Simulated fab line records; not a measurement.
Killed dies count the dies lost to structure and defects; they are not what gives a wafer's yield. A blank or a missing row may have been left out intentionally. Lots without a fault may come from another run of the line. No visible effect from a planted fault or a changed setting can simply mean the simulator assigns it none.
fab line records	flow n5-finfet
record lots=7	wafers=39
route steps=1938 shown WELL_APT@55 DUMMY_GATE@243 SD_EPI_N@267 GATE_CUT@466
start-h: hours from the record's first day to the start of the lot's first wafer shown	wait-h: time in hours since the lot's previous step	" same as the row above	L1.1+2: a row that stands for several wafers	- either no value or no given start	* or withheld: withheld	< > ~ a bound
route shown NAME@n: a module of which the file shows steps, and the number in the route of the first	usual: mean/standard deviation taken from wafers without a fault	same: alike in all rows	chamber/n: place in a boat	sites: each site's reading	_std_site: standard deviation across them	_edge_site: the outer-site mean with the inner-site mean subtracted	radius-mm: for every site, how far away it sits from the centre of the wafer	mask NAME#n: copy n	behind: the tool/chamber that last shaped the wafer	hold: cause of the lot's hold/its duration in hours/its outcome	device: transistor that didn't switch, given as n, p or np	end of line: tests run on the same wafers once the route is complete	a step given without rows: its recipe and nothing more	killed: not the wafer's yield, but the dies lost to structure and defects at the first sort	map: shows each die of a wafer: x if killed, . if not, _ if none is there
set.NAME: setting as actually run; set.NAME@STEP: the setting as run at that earlier step	model.NAME: the simulator's own value behind a step, which no gauge read
lots run with intentionally changed settings; tables by step, rows by wafer
## steps
# step N5_WELL_APT_EPI_41
# recipe material=Si	target-thk-a=500	temp-c=650	precursor=SiH4/H2	pressure-torr=20	time-s=297.7
lot.wafer	tool	chamber	start-h	wait-h	set.target-thk-a	model.Si_of_WELL_APT_EPI_41.thk-nm
L075.1	epi-rpcvd-04	0	22.23	0.0	500	49.21
L075.2	"	0	"	"	500	49.43
L075.3	"	0	"	"	500	49.47
L075.4	"	0	"	"	510.4	51.07
L075.5	"	0	"	"	510.4	50.58
L075.6	"	0	"	"	510.4	50.35
L076.1	epi-rpcvd-03	0	28.02	0.0	475.7	46.47
L076.2	"	0	"	"	475.7	47.24
L076.3	"	0	"	"	500	48.69
L076.4	"	0	"	"	475.7	47.05
L076.5	"	0	"	"	500	48.89
L076.6	"	0	"	"	500	48.98
L083.1	epi-rpcvd-04	0	70.12	0.0	500	49.58
L083.2	"	0	"	"	500	49.12
L083.3+4	"	0	"	"	484.2	48.08
L083.5	"	0	"	"	500	48.96
L083.6	"	0	"	"	484.2	48.34
L084.3	epi-rpcvd-03	0	76.25	0.2	500	49.65
L084.4	"	0	"	"	500	49.91
L084.5	"	0	"	"	500	49.97
L091.1	epi-rpcvd-03	0	119.64	0.0	500	49.6
L091.2	"	0	"	"	500	49.67
L091.3	"	0	"	"	466.6	47.31
L091.4	"	0	"	"	500	50.32
L091.5	"	0	"	"	466.6	46.14
L091.6	"	0	"	"	466.6	46.59
L093.1	epi-rpcvd-03	0	130.80	0.0	465	48.49
L093.2	"	0	"	"	500	51.78
L093.3	"	0	"	"	500	51.15
L093.4	"	0	"	"	500	50.95
L093.5	"	0	"	"	465	48.16
L093.6	"	0	"	"	465	47.88
L097.1	epi-rpcvd-01	0	154.25	0.0	500	50.4
L097.2	"	0	"	"	500	50.75
L097.3	"	0	"	"	485.6	48.98
L097.4	"	0	"	"	485.6	48.46
L097.5	"	0	"	"	500	50.04
L097.6	"	0	"	"	485.6	48.94
# step N5_DUMMY_GATE_ETCH_31
# recipe chemistry=C4F6/O2	target=SiO2	mask-material=SOC	target-depth-a=825	time-s=27.5	ion-energy-ev=250	pressure-mtorr=30	source-w=345	bias-w=185	Ar_flow_sccm=300	C4F6_flow_sccm=10	O2_flow_sccm=10
lot.wafer	tool	chamber	start-h	wait-h	set.target-depth-a	model.etch.depth-nm
L075.1	rie-diel-05	1	52.11	0.0	825	78.95
L075.2	"	0	"	"	755.2	74.55
L075.3	"	2	"	"	755.2	74.57
L075.4	"	3	"	"	825	81.47
L075.5	"	2	"	"	755.2	74.58
L075.6	"	3	"	"	825	81.04
L076.1	rie-diel-03	2	59.38	0.0	825	81.14
L076.2	"	3	"	"	898.8	92.67
L076.3	"	1	"	"	825	83.42
L076.4	"	0	"	"	898.8	90.64
L076.5	"	1	"	"	825	83.84
L076.6	"	0	"	"	898.8	89.86
L083.1	rie-diel-05	3	102.65	0.1	825	82.86
L083.2	"	1	"	"	729	70.15
L083.3	"	2	"	"	729	72.91
L083.4	"	0	"	"	729	74.04
L083.5	"	1	"	"	825	79.48
L083.6	"	0	"	"	825	83.53
L084.3	rie-diel-03	3	110.61	0.1	825	85.08
L084.4	"	2	"	"	825	81.39
L084.5	"	3	"	"	825	85.06
L091.1	rie-diel-04	3	152.34	0.0	825	81.25
L091.2	"	1	"	"	825	81.91
L091.3	"	2	"	"	825	83.41
L091.4	"	0	"	"	825	85.25
L091.5	"	1	"	"	825	82.12
L091.6	"	2	"	"	825	84.16
L093.1	rie-diel-05	3	164.68	0.0	916.5	90.56
L093.2	"	2	"	"	916.5	88.99
L093.3	"	1	"	"	825	79.18
L093.4	"	0	"	"	916.5	91.4
L093.5	"	1	"	"	825	78.99
L093.6	"	2	"	"	825	80.58
L097.1	rie-diel-03	0	185.04	0.0	862	85.59
L097.2	"	1	"	"	825	82.67
L097.3	"	2	"	"	862	84.54
L097.4	"	3	"	"	825	85.21
L097.5	"	2	"	"	825	81.03
L097.6	"	1	"	"	862	86.22
# step N5_DUMMY_GATE_ETCH_32
# recipe chemistry=CF4	target=SiO2	target-depth-a=35	time-s=3.9	ion-energy-ev=350	pressure-mtorr=10	icp-w=800	bias-w=400	cf4-flow-sccm=80
lot.wafer	tool	chamber	start-h	wait-h	set.time-s	model.etch.depth-nm
L075.1+2	rie-si-05	0,3	52.36	0.1	3.9	3.512
L075.3	"	1	"	"	3.9	3.457
L075.4	"	2	"	"	3.9	3.486
L075.5	"	3	"	"	3.9	3.541
L075.6	"	0	"	"	3.9	3.503
L076.1	rie-si-05	1	59.62	0.1	3.9	3.425
L076.2	"	0	"	"	3.9	3.496
L076.3	"	3	"	"	3.9	3.526
L076.4	"	2	"	"	3.9	3.469
L076.5	"	2	"	"	3.9	3.464
L076.6	"	3	"	"	3.9	3.563
L083.1	rie-si-05	1	102.89	0.1	3.9	3.45
L083.2	"	3	"	"	3.9	3.534
L083.3	"	0	"	"	3.9	3.486
L083.4	"	2	"	"	3.9	3.469
L083.5	"	3	"	"	3.9	3.532
L083.6	"	0	"	"	3.9	3.503
L084.3	rie-si-04	3	110.86	0.1	3.9	3.665
L084.4	"	1	"	"	3.9	3.425
L084.5	"	1	"	"	3.9	3.421
L091.1	rie-si-04	3	152.58	0.1	3.9	3.632
L091.2	"	0	"	"	3.083	2.804
L091.3	"	2	"	"	3.083	2.822
L091.4	"	1	"	"	3.083	2.732
L091.5	"	1	"	"	3.9	3.445
L091.6	"	2	"	"	3.9	3.581
L093.1	rie-si-05	1	164.92	0.1	4.538	4.024
L093.2	"	3	"	"	3.9	3.526
L093.3	"	2	"	"	3.9	3.508
L093.4	"	3	"	"	4.538	4.114
L093.5	"	1	"	"	3.9	3.459
L093.6	"	2	"	"	4.538	4.068
L097.1	rie-si-05	2	185.29	0.1	3.9	3.474
L097.2	"	0	"	"	3.9	3.412
L097.3	"	1	"	"	4.359	3.822
L097.4	"	1	"	"	4.359	3.853
L097.5	"	2	"	"	4.359	3.893
L097.6	"	0	"	"	3.9	3.423
# step N5_DUMMY_GATE_ETCH_42
# recipe chemistry=CHF3/O2	target=SiO2	target-depth-a=35	time-s=31	ion-energy-ev=30	bias-w=12	pressure-mtorr=30	source-w=600	Ar_flow_sccm=200	CHF3_flow_sccm=50	O2_flow_sccm=5
# usual rf-vpp-V=42.4/1.2
lot.wafer	tool	chamber	start-h	wait-h	set.bias-w	rf-vpp-V
L075.1	rie-diel-04	2	52.61	0.0	13.07	46.8
L075.2	"	0	"	"	13.07	45.9
L075.3	"	3	"	"	12	42.3
L075.4	"	1	"	"	12	41.6
L075.5	"	2	"	"	13.07	45.0
L075.6	"	1	"	"	12	40.1
L076.1	rie-diel-05	0	59.87	0.0	12	43.1
L076.2	"	2	"	"	13.08	43.8
L076.3	"	3	"	"	13.08	47.0
L076.4	"	1	"	"	12	41.9
L076.5	"	0	"	"	12	42.4
L076.6	"	1	"	"	13.08	45.5
L083.1	rie-diel-04	2	103.14	0.0	12	40.3
L083.2	"	0	"	"	12	43.1
L083.3	"	3	"	"	11.16	38.4
L083.4	"	1	"	"	11.16	39.9
L083.5	"	0	"	"	11.16	40.3
L083.6	"	1	"	"	12	40.5
L084.3	rie-diel-05	1	111.24	0.2	12	40.8
L084.4	"	2	"	"	12	41.8
L084.5	"	3	"	"	12	43.1
L091.1	rie-diel-05	3	152.83	0.0	12	42.6
L091.2	"	1	"	"	12	41.8
L091.3	"	2	"	"	13.41	46.5
L091.4	"	0	"	"	13.41	46.2
L091.5	"	1	"	"	12	40.5
L091.6	"	2	"	"	13.41	46.2
L093.1	rie-diel-04	2	165.17	0.0	12	43.5
L093.2	"	0	"	"	12	43.3
L093.3	"	1	"	"	12	42.1
L093.4	"	1	"	"	12	41.1
L093.5	"	2	"	"	12	44.0
L093.6	"	0	"	"	12	44.5
L097.1	rie-diel-05	0	185.54	0.0	12	42.7
L097.2	"	3	"	"	12	42.4
L097.3	"	2	"	"	10.12	35.9
L097.4	"	1	"	"	12	41.7
L097.5	"	0	"	"	10.12	36.8
L097.6	"	1	"	"	10.12	35.9
# step N5_SD_EPI_N_EXPOSE_06
# recipe mask-id=SD_N_BLK	na=1.35	source-shape=conventional	sigma-outer=0.8	polarization=unpolarized	target-cd-nm=120	dose-mj=39.75
lot.wafer	tool	chamber	start-h	wait-h	mask	set.dose-mj
L075.1+3+4	arfi-scanner-03	0	54.31	-	SD_N_BLK#0	39.75
L075.2+5+6	"	0	"	"	SD_N_BLK#0	41.63
L076.1+2+3+4+5+6	arfi-scanner-02	0	61.15	-	SD_N_BLK#0	39.75
L083.1+2+4	arfi-scanner-02	0	104.25	-	SD_N_BLK#0	38.41
L083.3+5+6	"	0	"	"	SD_N_BLK#0	39.75
L084.3+4+5	arfi-scanner-01	0	113.50	-	SD_N_BLK#0	39.75
L091.1+2+3	arfi-scanner-02	0	153.95	-	SD_N_BLK#0	39.75
L091.4+5+6	"	0	"	"	SD_N_BLK#0	38.86
L093.1+3+5	arfi-scanner-01	0	166.52	-	SD_N_BLK#0	41.83
L093.2+4+6	"	0	"	"	SD_N_BLK#0	39.75
L097.1+4+6	arfi-scanner-02	0	188.69	-	SD_N_BLK#0	37.8
L097.2+3+5	"	0	"	"	SD_N_BLK#0	39.75
# step N5_SD_EPI_N_PEB_07
# recipe peb-temp-c=110	peb-time-s=60	resist=CAR-ArF-block
# step N5_SD_EPI_N_DEVELOP_08
# recipe develop-time-s=30	developer=TMAH	resist=CAR-ArF-block	dev-temp-c=23	rinse-liquid=diw	dry=air-spin
# step N5_SD_EPI_N_CD_MEAS_09
# recipe target-cd-nm=120	landing-energy-ev=500	detector=se-inlens
# usual cd-nm=120.3/0.63
lot.wafer	tool	chamber	start-h	wait-h	set.dose-mj@SD_EPI_N_EXPOSE_06	cd-nm
L075.1	cd-sem-01	0	54.44	-	39.75	121.5
L075.2	"	0	"	"	41.63	124.3
L075.3	"	0	"	"	39.75	120.0
L075.4	"	0	"	"	39.75	120.5
L075.5	"	0	"	"	41.63	123.7
L075.6	"	0	"	"	41.63	124.0
L076.1	cd-sem-02	0	61.28	-	39.75	120.6
L076.2	"	0	"	"	39.75	120.2
L076.3	"	0	"	"	39.75	120.6
L076.4	"	0	"	"	39.75	119.9
L076.5	"	0	"	"	39.75	120.7
L076.6	"	0	"	"	39.75	120.8
L083.1	cd-sem-02	0	104.38	-	38.41	117.8
L083.2	"	0	"	"	38.41	117.9
L083.3	"	0	"	"	39.75	121.1
L083.4	"	0	"	"	38.41	117.8
L083.5	"	0	"	"	39.75	121.3
L083.6	"	0	"	"	39.75	121.1
L084.3	cd-sem-01	0	113.61	-	39.75	120.2
L084.4	"	0	"	"	39.75	119.4
L084.5	"	0	"	"	39.75	120.0
L091.1	cd-sem-02	0	154.07	-	39.75	120.9
L091.2	"	0	"	"	39.75	120.4
L091.3	"	0	"	"	39.75	119.5
L091.4	"	0	"	"	38.86	119.4
L091.5	"	0	"	"	38.86	119.6
L091.6	"	0	"	"	38.86	118.7
L093.1	cd-sem-02	0	166.64	-	41.83	124.0
L093.2	"	0	"	"	39.75	120.5
L093.3	"	0	"	"	41.83	123.7
L093.4	"	0	"	"	39.75	121.1
L093.5	"	0	"	"	41.83	123.9
L093.6	"	0	"	"	39.75	120.3
L097.1	cd-sem-01	0	188.81	-	37.8	116.7
L097.2	"	0	"	"	39.75	121.5
L097.3	"	0	"	"	39.75	120.8
L097.4	"	0	"	"	37.8	117.0
L097.5	"	0	"	"	39.75	120.1
L097.6	"	0	"	"	37.8	117.2
# step N5_SD_EPI_N_DESCUM_14
# recipe chemistry=O2	time-s=7.9	source-power-w=50	bias-power-w=20	pressure-mtorr=20	rf-frequency-hz=2.712e+07	temp-c=40	resist=CAR-ArF-block	o2-flow-sccm=225
lot.wafer	tool	chamber	start-h	wait-h	set.dose-mj@SD_EPI_N_EXPOSE_06	model.SD_EPI_N.cd-nm
L075.1	rie-diel-01	3	54.59	0.1	39.75	121.4
L075.2	"	0	"	"	41.63	124.4
L075.3	"	2	"	"	39.75	120
L075.4	"	1	"	"	39.75	120.6
L075.5+6	"	1,2	"	"	41.63	123.4
L076.1+3+4	rie-diel-01	2,1,0	61.74	0.4	39.75	120.2
L076.2	"	3	"	"	39.75	-
L076.5	"	0	"	"	39.75	120.6
L076.6	"	1	"	"	39.75	120.4
L083.1	rie-diel-06	1	104.68	0.3	38.41	118.2
L083.2	"	0	"	"	38.41	117.8
L083.3	"	2	"	"	39.75	120.6
L083.4	"	3	"	"	38.41	118
L083.5	"	3	"	"	39.75	121.4
L083.6	"	2	"	"	39.75	121
L084.3	rie-diel-06	2	114.42	0.8	39.75	120.2
L084.4	"	0	"	"	39.75	119.4
L084.5	"	1	"	"	39.75	120
L091.1	rie-diel-01	3	154.16	0.0	39.75	120.8
L091.2	"	2	"	"	39.75	120.4
L091.3	"	0	"	"	39.75	119.8
L091.4+5	"	3,2	"	"	38.86	119.4
L091.6	"	0	"	"	38.86	118.6
L093.1	rie-diel-06	1	166.73	0.0	41.83	124.2
L093.2	"	2	"	"	39.75	120.6
L093.3	"	3	"	"	41.83	123.6
L093.4	"	0	"	"	39.75	121
L093.5	"	1	"	"	41.83	123.8
L093.6	"	0	"	"	39.75	120.2
L097.1	rie-diel-02	2	188.90	0.0	37.8	116.6
L097.2	"	0	"	"	39.75	121.8
L097.3	"	1	"	"	39.75	121
L097.4	"	3	"	"	37.8	117
L097.5	"	3	"	"	39.75	119.8
L097.6	"	0	"	"	37.8	117.2
# step N5_SD_EPI_N_ETCH_34
# recipe chemistry=CF4	target=SiARC	target-depth-a=455	mask-material=CAR-ArF-block	time-s=75.8	ion-energy-ev=80	pressure-mtorr=40	source-w=545	bias-w=36	Ar_flow_sccm=100	cf4-flow-sccm=100	ends=cleared
lot.wafer	tool	chamber	start-h	wait-h	set.dose-mj@SD_EPI_N_EXPOSE_06	model.SD_EPI_N.cd-nm
L075.1	rie-diel-01	3	54.63	0.0	39.75	121.4
L075.2	"	0	"	"	41.63	124.8
L075.3	"	2	"	"	39.75	120
L075.4	"	1	"	"	39.75	120.8
L075.5	"	1	"	"	41.63	123.8
L075.6	"	2	"	"	41.63	123.4
L076.1	rie-diel-01	2	61.77	0.0	39.75	120
L076.2+3	"	3,1	"	"	39.75	120.2
L076.4	"	0	"	"	39.75	120.4
L076.5	"	0	"	"	39.75	121
L076.6	"	1	"	"	39.75	120.8
L083.1	rie-diel-06	1	104.72	0.0	38.41	118.2
L083.2	"	0	"	"	38.41	118
L083.3	"	2	"	"	39.75	120.4
L083.4	"	3	"	"	38.41	117.8
L083.5	"	3	"	"	39.75	121.2
L083.6	"	2	"	"	39.75	120.6
L084.3+5	rie-diel-06	2,1	114.46	0.0	39.75	120
L084.4	"	0	"	"	39.75	119.4
L091.1	rie-diel-01	3	154.19	0.0	39.75	121
L091.2	"	2	"	"	39.75	120
L091.3	"	0	"	"	39.75	119.8
L091.4+5	"	3,2	"	"	38.86	119.4
L091.6	"	0	"	"	38.86	118.6
L093.1	rie-diel-06	1	166.76	0.0	41.83	124.4
L093.2+6	"	2,0	"	"	39.75	120.4
L093.3	"	3	"	"	41.83	123.4
L093.4	"	0	"	"	39.75	121.2
L093.5	"	1	"	"	41.83	124
L097.1	rie-diel-02	2	188.94	0.0	37.8	116.8
L097.2	"	0	"	"	39.75	121.8
L097.3	"	1	"	"	39.75	121.2
L097.4	"	3	"	"	37.8	117.2
L097.5	"	3	"	"	39.75	120
L097.6	"	0	"	"	37.8	117.4
# step N5_GATE_CUT_ETCH_56
# recipe chemistry=Cl2/Ar	target=TiN	target-depth-a=216	pressure-mtorr=10	icp-w=600	bias-w=60	Cl2_flow_sccm=40	Ar_flow_sccm=60
lot.wafer	tool	chamber	start-h	wait-h	set.target-depth-a	model.etch.depth-nm
L075.1	rie-metal-03	0	86.63	0.1	216	22.19
L075.2	"	1	"	"	236	23.53
L075.3	"	1	"	"	216	21.53
L075.4	"	0	"	"	236	24.09
L075.5	"	1	"	"	216	21.47
L075.6	"	0	"	"	236	24.15
L076.1	rie-metal-01	1	93.16	0.1	226.3	23
L076.2	"	0	"	"	216	21.35
L076.3	"	0	"	"	226.3	22.3
L076.4	"	1	"	"	216	22
L076.5	"	1	"	"	216	22.09
L076.6	"	0	"	"	226.3	22.21
L083.1	rie-metal-02	0	138.24	0.1	216	22.03
L083.2+3	"	1	"	"	232.3	23.49
L083.4	"	0	"	"	216	21.95
L083.5	"	1	"	"	232.3	23.51
L083.6	"	0	"	"	216	22.23
L084.3	rie-metal-01	1	145.15	0.1	216	21.95
L084.4	"	0	"	"	216	21.42
L084.5	"	0	"	"	216	21.46
L091.1	rie-metal-03	0	184.30	0.1	216	21.91
L091.2	"	1	"	"	216	21.83
L091.3	"	1	"	"	198.6	19.99
L091.4	"	0	"	"	216	22.16
L091.5	"	0	"	"	198.6	20.33
L091.6	"	1	"	"	198.6	20.03
L093.1	rie-metal-02	1	198.58	0.1	203.7	20.7
L093.2	"	0	"	"	203.7	20.88
L093.3+5	"	0	"	"	216	22.11
L093.4	"	1	"	"	216	21.7
L093.6	"	1	"	"	203.7	20.65
L097.1	rie-metal-01	1	221.35	0.2	216	21.71
L097.2	"	1	"	"	200.3	20.25
L097.3	"	1	"	"	216	21.63
L097.4	"	1	"	"	200.3	20.3
L097.5	"	1	"	"	216	21.92
L097.6	"	1	"	"	200.3	20.33
## key
split step=N5_WELL_APT_EPI_41	setting=target-thk-a	stated=500	by=wafer
response step=N5_WELL_APT_EPI_41	reading=model.Si_of_WELL_APT_EPI_41.thk-nm	change=+0.451	per=1%	r=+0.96
split step=N5_DUMMY_GATE_ETCH_31	setting=target-depth-a	stated=825	by=wafer
response step=N5_DUMMY_GATE_ETCH_31	reading=model.etch.depth-nm	change=+0.85	per=1%	r=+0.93
split step=N5_DUMMY_GATE_ETCH_32	setting=time-s	stated=3.9	by=wafer
response step=N5_DUMMY_GATE_ETCH_32	reading=model.etch.depth-nm	change=+0.0359	per=1%	r=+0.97
split step=N5_DUMMY_GATE_ETCH_42	setting=bias-w	stated=12	by=wafer
response step=N5_DUMMY_GATE_ETCH_42	reading=rf-vpp-V	change=+0.386	per=1%	r=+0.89
split step=N5_SD_EPI_N_EXPOSE_06	setting=dose-mj	stated=39.75	by=wafer
response step=N5_SD_EPI_N_CD_MEAS_09	reading=cd-nm	change=+0.715	per=1%	r=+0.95
response step=N5_SD_EPI_N_DESCUM_14	reading=model.SD_EPI_N.cd-nm	change=+0.706	per=1%	r=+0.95
response step=N5_SD_EPI_N_ETCH_34	reading=model.SD_EPI_N.cd-nm	change=+0.701	per=1%	r=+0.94
split step=N5_GATE_CUT_ETCH_56	setting=target-depth-a	stated=216	by=wafer
response step=N5_GATE_CUT_ETCH_56	reading=model.etch.depth-nm	change=+0.212	per=1%	r=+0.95
